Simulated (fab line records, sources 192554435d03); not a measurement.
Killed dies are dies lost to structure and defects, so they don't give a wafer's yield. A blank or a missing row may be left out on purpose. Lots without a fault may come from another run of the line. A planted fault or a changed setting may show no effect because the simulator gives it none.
fab line records | flow n5_finfet
record lots=6 wafers=18 last_day=16
route steps=1938 shown BEOL_M9@1455 BEOL_M10@1470 PASSIVATION@1936
lots that met no fault: from a run of the same line without faults
start_h: hours from the record's first day to the start of the lot's first wafer shown | wait_h: hours since the lot's step before | " the same as in the row above | L1.1+2: a row that stands for several wafers | - no value, or no start given | * or withheld: withheld | < > ~ a bound
route shown NAME@n: a module of which the file shows steps, and the number in the route of the first | usual: mean/standard deviation of fault-free wafers | same: alike in all rows | chamber/n: place in a boat | sites: the reading at each site | _std_site: their standard deviation | _edge_site: outer sites' mean less inner sites' | radius_mm: how far each site lies from the wafer's centre | mask NAME#n: copy n | behind: the tool/chamber that last shaped the wafer | hold: why the lot was held/for how many hours/how that ended | device: the transistor (n, p or np) that didn't switch | end of line: the same wafers' tests at the end of the route | a step without rows: its recipe alone | killed: dies lost to structure and defects at the first sort, not the wafer's yield | map: a wafer's dies, x killed, . not, _ none there
set.NAME: the setting as run; set.NAME@STEP: as run at that earlier step | model.NAME: the simulator's own value behind a step, which no gauge read
lots at some steps of the route; a table a step, a row a wafer
services: from which hour (start_h, from the record's first day; less than 0 if before it) a tool's chamber was out of use, for how many hours, and why
## steps
# step N5_BEOL_M9_CURE_72
# recipe temp_c=370 time_s=120 ambient=DMADMS/He material=SiCOH_lowk
# step N5_BEOL_M9_DEGAS_44
# recipe ambient=vacuum temp_c=250 time_s=60
# step N5_BEOL_M9_PRE_CLEAN_45
# recipe gas=H2/He time_s=30 temp_c=250
# step N5_BEOL_M9_ALD_74
# recipe material=TaN target_thk_a=20 temp_c=275 ald_precursor_family=PDMAT ald_co_reactant=NH3 pressure_torr=3 carrier_flow_sccm=1500 pulse_time_s=2 purge_time_s=3 co_reactant_purge_time_s=2 co_reactant_pulse_time_s=3 ald_cycles=40 precursor_vessel_temp_c=75 precursor_vessel_pressure_torr=26.25 precursor_vessel_carrier_sccm=1000
# usual heater_power_w=425/52
# same co_reactant_pulse_time_s=3
# columns lot.wafer tool chamber start_h wait_h heater_power_w
L511.1 ald_metal-03 1 272.68 0.0 377
L511.2 " 0 " " 366
L511.5 " 3 " " 421
L512.1 ald_metal-02 2 276.98 0.0 416
L512.3 " 0 " " 544
L512.6 " 0 " " 552
L517.1 ald_metal-02 2 300.45 0.0 410
L517.3 " 3 " " 376
L517.4 " 0 " " 547
L519.2 ald_metal-02 1 321.77 0.0 437
L519.5 " 1 " " 444
L519.6 " 0 " " 550
L521.4 ald_metal-03 0 327.81 0.0 380
L521.5 " 1 " " 381
L521.6 " 0 " " 361
L523.1 ald_metal-03 1 342.15 0.0 377
L523.3 " 2 " " 425
L523.6 " 0 " " 375
# step N5_BEOL_M9_SURFACE_TREAT_79
# recipe gas=Ar time_s=* ion_energy_ev=* ion_current_ma_cm2=0.5 pressure_mtorr=* ar_flow_sccm=30
# step N5_BEOL_M9_CVD_78
# recipe material=Co target_thk_a=20 temp_c=withheld precursor=CCTBA/H2 pressure_torr=30 time_s=138.9
# step N5_BEOL_M9_SPUTTER_48
# recipe material=Cu target_thk_a=120 temp_c=-20 bias_v=60 power_w=26000 chamber_pressure_pa=0.13 time_s=2
# step N5_BEOL_M9_ECD_50
# recipe material=Cu target_thk_a=3180
# step N5_BEOL_M9_ANNEAL_51
# recipe temp_c=225 time_s=90 ambient=N2
# usual anneal_temp_c_max=225.90/0.26 wafer_temp_C_max=226.2/0.49
# columns lot.wafer tool chamber start_h wait_h anneal_temp_c_max wafer_temp_C_max
L511.1 rtp_anneal-02 0 273.70 0.2 225.72 225.7
L511.2 " 0 " " 225.50 225.9
L511.5 " 0 " " 225.59 225.5
L512.1 rtp_anneal-01 0 278.14 0.1 225.77 227.0
L512.3 " 0 " " 225.96 226.6
L512.6 " 0 " " 225.56 226.2
L517.1 rtp_anneal-01 0 301.63 0.3 225.65 226.7
L517.3 " 0 " " 225.95 226.2
L517.4 " 0 " " 225.73 226.4
L519.2 rtp_anneal-01 0 323.11 0.7 225.82 226.1
L519.5 " 0 " " 226.76 226.5
L519.6 " 0 " " 226.15 226.2
L521.4 rtp_anneal-01 0 328.66 0.2 225.69 226.8
L521.5 " 0 " " 225.72 226.6
L521.6 " 0 " " 225.73 226.6
L523.1 rtp_anneal-02 0 342.98 0.1 226.03 225.7
L523.3 " 0 " " 225.46 225.6
L523.6 " 0 " " 225.61 225.5
# step N5_BEOL_M9_CMP_52
# recipe stop_on=SiCOH_lowk t_overpolish_s=7 down_force_psi=1 platen_rpm=50 clearing_platen_down_force_psi=1.5 clearing_platen_rpm=50 post_cmp_clean=cu_alkaline target_thk_nm=140 clearing_platen_pad_velocity_m_s=0.99484 pad_velocity_m_s=0.99484
# usual barrier_field_endpoint_s=28.7/0.63 motor_current_A=6.3/0.64 overpolish_run_s=7.000/0.0097 slurry_filter_dp_kPa=13.51/0.15 time_to_endpoint_s=66/3.1
# columns lot.wafer tool chamber start_h wait_h barrier_field_endpoint_s motor_current_A overpolish_run_s slurry_filter_dp_kPa time_to_endpoint_s
L511.2 cmp-04 1 274.01 0.2 28.7 5.3 7.004 13.62 67
L511.1 " 3 " " 28.6 7.2 7.008 13.64 62
L511.5 " 2 " " 29.2 6.0 7.011 13.70 64
L512.3 cmp-02 2 278.44 0.2 28.7 6.4 7.011 13.62 68
L512.1 " 0 " " 28.2 6.1 7.007 13.43 63
L512.6 " 2 " " 29.2 6.1 6.989 13.67 68
L517.4 cmp-02 2 301.97 0.2 29.3 6.2 6.987 13.62 69
L517.3 " 3 " " 27.9 5.8 7.014 13.55 65
L517.1 " 0 " " 28.5 6.4 6.997 13.42 67
L519.2 cmp-04 1 323.38 0.2 28.0 5.6 7.014 13.55 67
L519.6 " 1 " " 28.8 5.4 7.009 13.52 68
L519.5 " 2 " " 28.5 5.5 7.003 13.76 67
L521.4 cmp-02 2 328.86 0.2 29.1 6.2 6.994 13.56 71
L521.5 " 1 " " 29.2 6.2 7.016 13.35 69
L521.6 " 2 " " 29.4 6.0 6.991 13.49 70
L523.3 cmp-02 0 343.27 0.2 28.2 6.3 6.993 13.62 66
L523.1 " 2 " " 29.6 6.0 6.997 13.57 72
L523.6 " 0 " " 29.2 6.5 7.008 13.49 68
# step N5_BEOL_M9_THK_MEAS_53
# recipe thk_meas_gauge=xrf reads=Cu_of_BEOL_M9_ECD_50
# usual M9_THK=133/3.4
# columns lot.wafer tool chamber start_h wait_h M9_THK[nm]
L511.1 film_metro-02 - 274.31 - 129
L511.2 " - " " 136
L511.5 " - " " 136
L512.1 film_metro-02 - 278.74 - 133
L512.3 " - " " 137
L512.6 " - " " 135
L517.1 film_metro-01 - 302.22 - 133
L517.3 " - " " 138
L517.4 " - " " 143
L519.2 film_metro-02 - 323.67 - 131
L519.5 " - " " 129
L519.6 " - " " 129
L521.4 film_metro-02 - 329.12 - 132
L521.5 " - " " 133
L521.6 " - " " 140
L523.1 film_metro-02 - 343.57 - 130
L523.3 " - " " 132
L523.6 " - " " 138
# step N5_BEOL_M9_PRE_CLEAN_55
# recipe gas=NH3 time_s=15 temp_c=withheld rf_power_w=300
# step N5_BEOL_M9_DEP_56
# recipe material=SiCN target_thk_a=150 temp_c=withheld precursor=3MS/NH3 pressure_torr=3 rf_w=202 time_s=26.5
# usual showerhead_plenum_p_Torr=3.660/0.0076 throttle_valve_pct=9.0/0.46
# columns lot.wafer tool chamber start_h wait_h showerhead_plenum_p_Torr throttle_valve_pct
L511.1 pecvd-02 1 274.37 0.0 3.666 9.6
L511.2 " 0 " " 3.649 8.9
L511.5 " 0 " " 3.659 9.1
L512.1 pecvd-02 1 278.80 0.0 3.665 9.3
L512.3 " 0 " " 3.655 9.2
L512.6 " 2 " " 3.662 8.3
L517.1 pecvd-03 0 302.28 0.0 3.660 8.7
L517.3 " 2 " " 3.666 9.2
L517.4 " 1 " " 3.657 8.2
L519.2 pecvd-04 0 323.74 0.0 3.643 9.4
L519.5 " 2 " " 3.671 8.6
L519.6 " 1 " " 3.668 9.5
L521.4 pecvd-04 2 329.20 0.0 3.663 9.0
L521.5 " 1 " " 3.656 9.1
L521.6 " 0 " " 3.636 9.6
L523.1 pecvd-02 1 343.64 0.0 3.659 9.5
L523.3 " 1 " " 3.674 9.3
L523.6 " 1 " " 3.663 9.4
# step N5_BEOL_M9_RS_MEAS_57
# recipe thk_meas_gauge=four-point-probe reads=Cu_of_BEOL_M9_ECD_50+Co_of_BEOL_M9_CVD_78+TaN_of_BEOL_M9_ALD_74
# usual M9_RS=0.153/0.0039
# columns lot.wafer tool chamber start_h wait_h M9_RS[ohm/sq]
L511.1 film_metro-01 - 274.44 0.1 0.157
L511.2 " - " " 0.149
L511.5 " - " " 0.150
L512.1 film_metro-02 - 278.87 0.1 0.153
L512.3 " - " " 0.149
L512.6 " - " " 0.151
L517.1 film_metro-02 - 302.36 0.1 0.155
L517.3 " - " " 0.149
L517.4 " - " " 0.143
L519.2 film_metro-01 - 323.82 0.1 0.154
L519.5 " - " " 0.157
L519.6 " - " " 0.157
L521.4 film_metro-02 - 329.26 0.0 0.154
L521.5 " - " " 0.153
L521.6 " - " " 0.145
L523.1 film_metro-01 - 343.74 0.1 0.156
L523.3 " - " " 0.153
L523.6 " - " " 0.146
# step N5_BEOL_M9_INSPECT_58
# recipe inspect_instrument=darkfield mode=post_dep
# usual raw_defect_count=74/19
# columns lot.wafer tool chamber start_h wait_h raw_defect_count
L511.1 defect_inspect-01 - 274.47 0.0 954
L511.2 " - " " 955
L511.5 " - " " 938
L512.1 defect_inspect-01 - 278.90 0.0 940
L512.3 " - " " 911
L512.6 " - " " 913
L517.1 defect_inspect-01 - 302.38 0.0 84
L517.3 " - " " 91
L517.4 " - " " 64
L519.2 defect_inspect-02 - 323.84 0.0 75
L519.5 " - " " 83
L519.6 " - " " 64
L521.4 defect_inspect-02 - 329.28 0.0 61
L521.5 " - " " 70
L521.6 " - " " 52
L523.1 defect_inspect-01 - 343.76 0.0 78
L523.3 " - " " 107
L523.6 " - " " 51
# step N5_BEOL_M10_ILD_DEP_00
# recipe material=SiCOH_lowk target_thk_a=3085.1 temp_c=300 precursor=DEMS/porogen pressure_torr=5 rf_w=500 time_s=58
# usual heater_power_w=312/50 showerhead_plenum_p_Torr=5.732/0.011 throttle_valve_pct=13.6/1.1
# columns lot.wafer tool chamber start_h wait_h heater_power_w showerhead_plenum_p_Torr throttle_valve_pct
L511.1 pecvd-02 0 274.51 0.0 290 5.727 13.9
L511.2 " 2 " " 228 5.711 12.9
L511.5 " 1 " " 317 5.736 14.6
L512.1 pecvd-03 2 278.93 0.0 245 5.736 14.2
L512.3 " 0 " " 343 5.752 13.7
L512.6 " 1 " " 316 5.718 12.5
L517.1 pecvd-03 0 302.42 0.0 332 5.740 13.8
L517.3 " 2 " " 242 5.731 14.1
L517.4 " 0 " " 338 5.722 13.8
L519.2 pecvd-01 2 323.88 0.0 312 5.746 12.1
L519.5 " 2 " " 327 5.741 12.0
L519.6 " 1 " " 278 5.742 15.7
L521.4 pecvd-03 2 329.35 0.1 242 5.739 14.1
L521.5 " 1 " " 341 5.739 13.0
L521.6 " 0 " " 338 5.739 13.7
L523.1 pecvd-03 0 343.80 0.0 336 5.750 13.6
L523.3 " 2 " " 194 5.740 14.3
L523.6 " 0 " " 338 5.734 13.7
# step N5_BEOL_M10_CURE_71
# recipe temp_c=385 time_s=240 ambient=He/Ar material=SiCOH_lowk
# step N5_BEOL_M10_THK_MEAS_01
# recipe reads=SiCOH_lowk_of_BEOL_M10_ILD_DEP_00
# usual M10_ILD_THK=267/3.9
# columns lot.wafer tool chamber start_h wait_h M10_ILD_THK[nm]
L511.1 film_metro-02 - 275.10 0.4 266
L511.2 " - " " 266
L511.5 " - " " 272
L512.1 film_metro-02 - 280.27 0.8 266
L512.3 " - " " 267
L512.6 " - " " 266
L517.1 film_metro-01 - 303.01 0.4 262
L517.3 " - " " 268
L517.4 " - " " 266
L519.2 film_metro-02 - 324.49 0.4 267
L519.5 " - " " 269
L519.6 " - " " 268
L521.4 film_metro-02 - 329.91 0.2 278
L521.5 " - " " 267
L521.6 " - " " 272
L523.1 film_metro-02 - 344.39 0.4 265
L523.3 " - " " 271
L523.6 " - " " 267
# step N5_BEOL_M10_PECVD_70
# recipe material=SiO2 target_thk_a=200 temp_c=400 precursor=TEOS/O2 pressure_torr=5.5 rf_w=450 teos_flow_sccm=53.8 gas=O2 flow_sccm=3000 time_s=22.7
# step N5_BEOL_M10_HM_DEP_02
# recipe material=TiN target_thk_a=200 temp_c=25 chamber_pressure_pa=0.49996
# usual throttle_valve_pct=30.1/1.2
# columns lot.wafer tool chamber start_h wait_h throttle_valve_pct
L511.1 pvd_sputter-03 - 276.00 0.8 31.9
L511.2 " - " " 30.4
L511.5 " - " " 30.0
L512.1 pvd_sputter-03 - 282.11 1.8 31.9
L512.3 " - " " 30.1
L512.6 " - " " 29.9
L517.1 pvd_sputter-01 - 304.45 1.4 30.8
L517.3 " - " " 29.6
L517.4 " - " " 29.1
L519.2 pvd_sputter-01 - 324.80 0.3 30.6
L519.5 " - " " 28.8
L519.6 " - " " 30.9
L521.4 pvd_sputter-03 - 330.50 0.5 30.5
L521.5 " - " " 32.2
L521.6 " - " " 30.3
L523.1 pvd_sputter-03 - 345.71 1.3 30.1
L523.3 " - " " 30.4
L523.6 " - " " 30.2
# step N5_BEOL_M10_COAT_59
# recipe resist=SOC temp_c=250 time_s=60 spin_rpm=1500 resist_thk_nm=100
# step N5_BEOL_M10_COAT_60
# recipe resist=SiARC temp_c=220 time_s=60 spin_rpm=1500 resist_thk_nm=30
# step N5_BEOL_M10_COAT_05
# recipe resist=CAR-ArF spin_rpm=1500 resist_thk_nm=90
# step N5_BEOL_M10_EBR_07
# recipe solvent=PGMEA ebr_width_mm=1.5
# step N5_BEOL_M10_SOFTBAKE_06
# recipe temp_c=110 time_s=60 resist=CAR-ArF
# step N5_BEOL_M10_EXPOSE_08
# recipe mask_id=M10 na=1.35 source_shape=dipole sigma_inner=0.411 sigma_outer=0.611 polarization=te dose_mj=53.75
# step N5_BEOL_M10_PEB_09
# recipe peb_temp_c=withheld peb_time_s=60 resist=CAR-ArF
# step N5_BEOL_M10_DEVELOP_10
# recipe develop_time_s=30 developer=TMAH resist=CAR-ArF rinse_liquid=diw dry=air_spin dev_temp_c=23
# step N5_BEOL_M10_CD_MEAS_11
# recipe target_cd_nm=64.1 landing_energy_ev=500 detector=se_inlens polarity=opening
# usual cd_nm=64.1/0.54
# columns lot.wafer tool chamber start_h wait_h cd_nm
L511.1 cd_sem-01 0 276.50 - 63.8
L511.2 " 0 " " 64.1
L511.5 " 0 " " 64.9
L512.1 cd_sem-02 0 282.61 - 63.8
L512.3 " 0 " " 63.8
L512.6 " 0 " " 63.8
L517.1 cd_sem-02 0 304.82 - 64.3
L517.3 " 0 " " 63.8
L517.4 " 0 " " 64.1
L519.2 cd_sem-03 0 325.29 - 63.4
L519.5 " 0 " " 63.6
L519.6 " 0 " " 63.8
L521.4 cd_sem-01 0 331.00 - 63.7
L521.5 " 0 " " 64.3
L521.6 " 0 " " 64.9
L523.1 cd_sem-02 0 346.21 - 64.7
L523.3 " 0 " " 63.9
L523.6 " 0 " " 63.6
# step N5_BEOL_M10_OVL_MEAS_12
# recipe points_per_wafer=44
# usual M10_OVL=-0.3/0.71
# same points_per_wafer=44
# columns lot.wafer tool chamber start_h wait_h M10_OVL[nm]
L511.1 overlay-01 0 276.53 0.0 0.5
L511.2 " 0 " " -0.4
L511.5 " 0 " " -0.3
L512.1 overlay-01 0 282.64 0.0 -0.6
L512.3 " 0 " " 0.5
L512.6 " 0 " " -0.2
L517.1 overlay-02 0 304.85 0.0 -0.3
L517.3 " 0 " " -0.9
L517.4 " 0 " " -1.2
L519.2 overlay-02 0 325.32 0.0 -0.2
L519.5 " 0 " " -1.0
L519.6 " 0 " " -0.3
L521.4 overlay-01 0 331.03 0.0 -0.2
L521.5 " 0 " " -0.3
L521.6 " 0 " " -1.1
L523.1 overlay-01 0 346.24 0.0 -0.2
L523.3 " 0 " " 0.0
L523.6 " 0 " " -1.0
# step N5_BEOL_M10_INSPECT_13
# recipe mode=adi inspect_instrument=brightfield
# usual raw_defect_count=442/90
# columns lot.wafer tool chamber start_h wait_h raw_defect_count
L511.1 defect_inspect-01 - 276.55 0.0 1505
L511.2 " - " " 1334
L511.5 " - " " 1329
L512.1 defect_inspect-02 - 282.66 0.0 1258
L512.3 " - " " 1110
L512.6 " - " " 1176
L517.1 defect_inspect-01 - 304.88 0.0 346
L517.3 " - " " 332
L517.4 " - " " 303
L519.2 defect_inspect-02 - 325.35 0.0 354
L519.5 " - " " 302
L519.6 " - " " 323
L521.4 defect_inspect-01 - 331.05 0.0 475
L521.5 " - " " 446
L521.6 " - " " 524
L523.1 defect_inspect-01 - 346.26 0.0 549
L523.3 " - " " 519
L523.6 " - " " 432
# step N5_BEOL_M10_DESCUM_16
# recipe chemistry=O2 time_s=7.9 source_power_w=50 bias_power_w=20 pressure_mtorr=20 rf_frequency_hz=2.712e+07 temp_c=40 resist=CAR-ArF o2_flow_sccm=225
# step N5_PASSIVATION_PROBE_49
# usual defect_limited_yield=90.9/1.5 killed_at_M0_to_M3=36/9.9 killed_at_M4_up=13/4.5 killed_at_contacts=13/6.4 killed_at_front_end=42/12 killed_at_other=3.4/3 killed_dies=107/18 killed_on_rim=14/4.3 killed_open=69/13 killed_short=35/8.2 sort_bin_5_function=5.3/1.1 sort_bin_6_memory=3.4/0.69 sort_n_pass=1073/18 sort_yield_pct=90.9/1.5
# same gross_dies=1180 killed_at_back_side=0 sort_bin_4_leakage[%]=0 sort_bin_8_speed[%]=0
# columns lot.wafer tool chamber start_h wait_h defect_limited_yield[%] killed_at_M0_to_M3 killed_at_M4_up killed_at_contacts killed_at_front_end killed_at_other killed_dies killed_on_rim killed_open killed_short sort_bin_5_function[%] sort_bin_6_memory[%] sort_n_pass sort_yield_pct[%]
L511.1 prober-02 - 331.58 0.0 78.1 37 149 11 61 1 259 25 78 39 13.4 5.6 921 78.1
L511.2 prober-02 - 331.63 0.1 82.5 23 146 7 30 1 207 29 52 27 10.8 3.4 973 82.5
L511.5 prober-02 - 331.78 0.2 82.1 21 132 7 51 0 211 28 59 29 10.2 4.2 969 82.1
L512.1 prober-01 - 333.57 0.0 81.6 40 147 6 24 0 217 23 50 35 11.5 4.2 963 81.6
L512.3 prober-01 - 333.67 0.1 81.4 33 134 9 42 1 219 31 67 31 11.5 4.1 961 81.4
L512.6 prober-01 - 333.82 0.3 84.9 34 88 11 44 1 178 27 64 31 8.0 4.2 1002 84.9
L519.2 prober-01 - 376.56 1.1 90.1 30 14 6 58 9 117 12 75 40 5.5 4.2 1063 90.1
L519.6 prober-01 - 376.76 1.3 90.8 42 13 12 41 1 109 15 70 39 5.8 3.2 1071 90.8
L521.4 prober-02 - 386.86 0.2 91.2 46 7 11 31 9 104 21 65 36 5.1 3.6 1076 91.2
L521.5 prober-02 - 386.91 0.2 91.1 56 11 11 20 7 105 20 66 38 5.6 3.0 1075 91.1
L521.6 prober-02 - 386.96 0.3 90.4 44 14 19 34 2 113 12 81 30 5.8 3.6 1067 90.4
L523.1 prober-02 - 394.94 0.0 90.7 39 11 21 37 2 110 13 79 28 5.9 3.1 1070 90.7
L523.3 prober-02 - 395.04 0.1 89.7 35 16 8 59 4 122 17 84 38 5.3 4.8 1058 89.7
L523.6 prober-02 - 395.19 0.3 92.7 25 9 12 36 4 86 12 49 36 3.9 3.1 1094 92.7
# killed by level:class
L511.1 BEOL_M9:unspecified=138 FIN_SAQP:geometric_particle:open=16 STI_FIN_REVEAL:geometric_particle:open=16 FIN_SAQP:geometric_particle:short=11 BEOL_M0_SAQP:geometric_particle:open=11 BEOL_M0_SAQP:geometric_particle:short=9 MOL_CONTACT_COAG:geometric_particle:open=8 BEOL_M1:geometric_particle:open=5
L511.2 BEOL_M9:unspecified=125 BEOL_M0_SAQP:geometric_particle:open=8 BEOL_M4:geometric_particle:open=8 FIN_SAQP:geometric_particle:short=7 BEOL_M0_SAQP:geometric_particle:short=6 BEOL_M5:geometric_particle:open=6 FIN_SAQP:geometric_particle:open=5 MOL_CONTACT_COAG:geometric_particle:open=5
L511.5 BEOL_M9:unspecified=121 FIN_SAQP:geometric_particle:open=11 FIN_SAQP:geometric_particle:short=11 BEOL_M4:geometric_particle:open=9 STI_FIN_REVEAL:geometric_particle:open=8 DUMMY_GATE:geometric_particle:open=7 MOL_CONTACT_COAG:geometric_particle:open=6 BEOL_M3:geometric_particle:open=4
L512.1 BEOL_M9:unspecified=132 BEOL_M2:geometric_particle:open=10 BEOL_M0_SAQP:geometric_particle:short=9 FIN_SAQP:geometric_particle:short=8 MOL_CONTACT_COAG:geometric_particle:open=6 BEOL_M1:geometric_particle:open=5 BEOL_M2:geometric_particle:short=5 FIN_SAQP:geometric_particle:open=4
L512.3 BEOL_M9:unspecified=117 STI_FIN_REVEAL:geometric_particle:open=9 MOL_CONTACT_COAG:geometric_particle:open=9 BEOL_M1:geometric_particle:open=9 FIN_SAQP:geometric_particle:short=8 BEOL_M0_SAQP:geometric_particle:short=8 BEOL_M4:geometric_particle:open=7 FIN_SAQP:geometric_particle:open=5
L512.6 BEOL_M9:unspecified=81 FIN_SAQP:geometric_particle:short=13 MOL_CONTACT_COAG:geometric_particle:open=10 BEOL_M0_SAQP:geometric_particle:open=10 FIN_SAQP:geometric_particle:open=9 BEOL_M2:geometric_particle:open=9 BEOL_M0_SAQP:geometric_particle:short=5 ILD0:geometric_particle:open=4
L519.2 FIN_SAQP:geometric_particle:short=14 BEOL_M2:geometric_particle:open=12 STI_FIN_REVEAL:geometric_particle:open=8 FIN_SAQP:geometric_particle:open=7 DUMMY_GATE:geometric_particle:open=6 BEOL_M0_SAQP:geometric_particle:open=6 GATE_CUT:geometric_particle:short=5 BEOL_M1:geometric_particle:open=5
L519.6 BEOL_M2:geometric_particle:open=15 BEOL_M4:geometric_particle:open=8 FIN_SAQP:geometric_particle:short=6 MOL_CONTACT_COAG:geometric_particle:open=6 MOL_CONTACT_COAG:geometric_particle:short=6 BEOL_M1:geometric_particle:open=6 FIN_SAQP:geometric_particle:open=5 STI_FIN_REVEAL:geometric_particle:open=5
L521.4 BEOL_M0_SAQP:geometric_particle:short=14 MOL_CONTACT_COAG:geometric_particle:open=9 FIN_SAQP:geometric_particle:open=8 BEOL_M0:geometric_particle:open=7 BEOL_M1:geometric_particle:open=7 FIN_SAQP:geometric_particle:short=6 BEOL_M0_SAQP:geometric_particle:open=4 BEOL_M2:geometric_particle:open=4
L521.5 BEOL_M0_SAQP:geometric_particle:short=14 MOL_CONTACT_COAG:geometric_particle:open=11 BEOL_M2:geometric_particle:open=11 BEOL_M3:geometric_particle:open=10 BEOL_M0_SAQP:geometric_particle:open=6 FIN_SAQP:geometric_particle:open=5 BEOL_M3:geometric_particle:short=5 BEOL_M1:geometric_particle:open=3
L521.6 MOL_CONTACT_COAG:geometric_particle:open=15 BEOL_M2:geometric_particle:open=12 FIN_SAQP:geometric_particle:open=11 BEOL_M0_SAQP:geometric_particle:short=7 BEOL_M3:geometric_particle:open=7 BEOL_M5:geometric_particle:open=5 FIN_SAQP:geometric_particle:short=5 BEOL_M0_SAQP:geometric_particle:open=5
L523.1 MOL_CONTACT_COAG:geometric_particle:open=19 BEOL_M1:geometric_particle:open=10 BEOL_M3:geometric_particle:open=9 FIN_SAQP:geometric_particle:open=7 DUMMY_GATE:geometric_particle:open=7 BEOL_M0_SAQP:geometric_particle:short=6 GATE_CUT:geometric_particle:short=5 STARTING-WAFER:geometric_particle:open=5
L523.3 FIN_SAQP:geometric_particle:open=18 FIN_SAQP:geometric_particle:short=12 BEOL_M3:geometric_particle:open=11 BEOL_M2:geometric_particle:open=10 STI_FIN_REVEAL:geometric_particle:open=8 BEOL_M4:geometric_particle:open=8 MOL_CONTACT_COAG:geometric_particle:open=7 ILD0:geometric_particle:open=4
L523.6 MOL_CONTACT_COAG:geometric_particle:open=9 FIN_SAQP:geometric_particle:short=6 STI_FIN_REVEAL:geometric_particle:open=6 BEOL_M2:geometric_particle:open=6 BEOL_M0_SAQP:geometric_particle:short=6 FIN_SAQP:geometric_particle:open=5 ILD0:geometric_particle:short=4 BEOL_M1:geometric_particle:open=4
# map L511.1 (x killed, . not)
_________________.x..x.x.....________________
______________..x..............x_____________
___________......xxx..x............__________
__________..x........x.............._________
________x.....x.........x..x...x...x.._______
_______.xx...x............x...x........______
______x.xxxxxx......xx......x....x...x.._____
_____xxxxxxxxxxx......x..........x.......____
____xxxxxxxxxxx....x...............x......___
___xxxxxxxxxxxxxx.......x..........x.......__
___xxxxxxxxxxxx.x..............x.....x.....__
__.xxxxxxxxxxxxxxxx.....x........x.........._
__xxxxxxxxxxxxxxx......x....x..........x..x._
_.xxxxxxxxxxxxxx..x.................xx.x..x..
_.x.xxxxxxxxxxx.x.............x.....xx.......
_.....xxxxxxx..x.x.....................x.....
_xx..xxxx...xx.x...x.x.......................
_....x..xx..xx...........x..........x........
_................x...x..........xx...x.xx....
_.........x...........x...xxx.......x....x...
_......x...........xx........x....x.........x
__.......................x..........x...x..._
__.......................x....x....x......x._
___.........x....................xx........__
___........x.xx......xx.............x......__
____....x...x.....xx..x....x.........x....___
_____..x......x..........................____
______.....x....x..x..x.......x...x.x..._____
_______..x..............xx.............______
________..............x.xx....x......._______
__________..........x.....x........._________
___________x........x.........x....__________
______________.x.......x...x...._____________
_________________..x.........________________
# map L512.3 (x killed, . not)
_________________............________________
______________.x...x............_____________
___________.x..............x.......__________
__________.x........................_________
________...x.x.......x................_______
_______...............x................______
______.............x................x..._____
_____...xx.............x...x.............____
____.....................x...x......x.....___
___x................x..x......x......x....x__
___......x..........x..x.......x.....xx....__
__...............x.x.x.......x.......x.xx.x._
__.......................x.......x.....x...._
_..............x....x....x...............x...
_...xx.....................................x.
_...........x........x........x.......x......
_...........x.......................x........
_..............x..................xx.........
_....x........x......x...x..x................
_............................................
_...........x......................x.........
__........x..x......................x..x...x_
__..x...x..x...........x......x......x......_
___.x....x.................xxx..........x.x__
___.......................xxx..............__
____x.x.............xxxxxxxxxxxxx........x___
_____..x..........x..xxxxxxxx.xxx.x.x....____
______............x.xxxxxxxxxxx.xx.x..x._____
_______x.x..........xxxxxxxxxxxxxx.x...______
________x...x......xxxxxxxxxxxxxxxx..._______
__________........x.xxxxxxxxxxxxx..._________
___________x...x....xxxxxxxxxxxxxxx__________
______________..x...xxxxxxxxxxxx_____________
_________________....xxxxxxxx________________
## services
# columns tool chamber start_h hours kind
cmp-04 - 254.89 5.3 pm
pecvd-04 0 259.29 2.1 scheduled_down
pecvd-04 0 272.73 8.0 repair
pecvd-01 0 276.77 4.4 repair
pecvd-04 - 286.91 2.5 repair
pecvd-01 0 289.85 5.5 scheduled_down
pecvd-04 2 305.03 5.5 scheduled_down
pecvd-03 - 305.30 1.0 repair
pecvd-03 - 330.53 1.1 repair
cmp-02 - 333.85 0.5 repair
cmp-04 - 335.44 0.7 repair
ald_metal-02 - 337.25 14.0 pm
ald_metal-02 0 337.25 14.0 vent_cycle
ald_metal-02 1 337.25 14.0 vent_cycle
ald_metal-02 2 337.25 14.0 vent_cycle
ald_metal-02 3 337.25 14.0 vent_cycle
pecvd-02 0 342.26 4.8 repair
## key
first_sign step=N5_BEOL_M9_INSPECT_58 reading=raw_defect_count direction=up sigmas=44 usual=74 struck=935
effect step=N5_BEOL_M10_INSPECT_13 reading=raw_defect_count direction=up sigmas=9.4 usual=442 struck=1285
effect step=N5_PASSIVATION_PROBE_49 reading=killed_at_M4_up direction=up sigmas=27 usual=13 struck=133
more_kills_born_at N5_BEOL_M9_DEP_56@pecvd-02=714
met_at N5_BEOL_M9_DEP_56
struck_wafers L511.1,L511.2,L511.5,L512.1,L512.3,L512.6
fault kind=chamber_particle_source tool=pecvd-02 chamber=- onset_h=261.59 steps=N5_BEOL_M9_DEP_56 rate_per_visit_cm2=1.3582 end_h=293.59
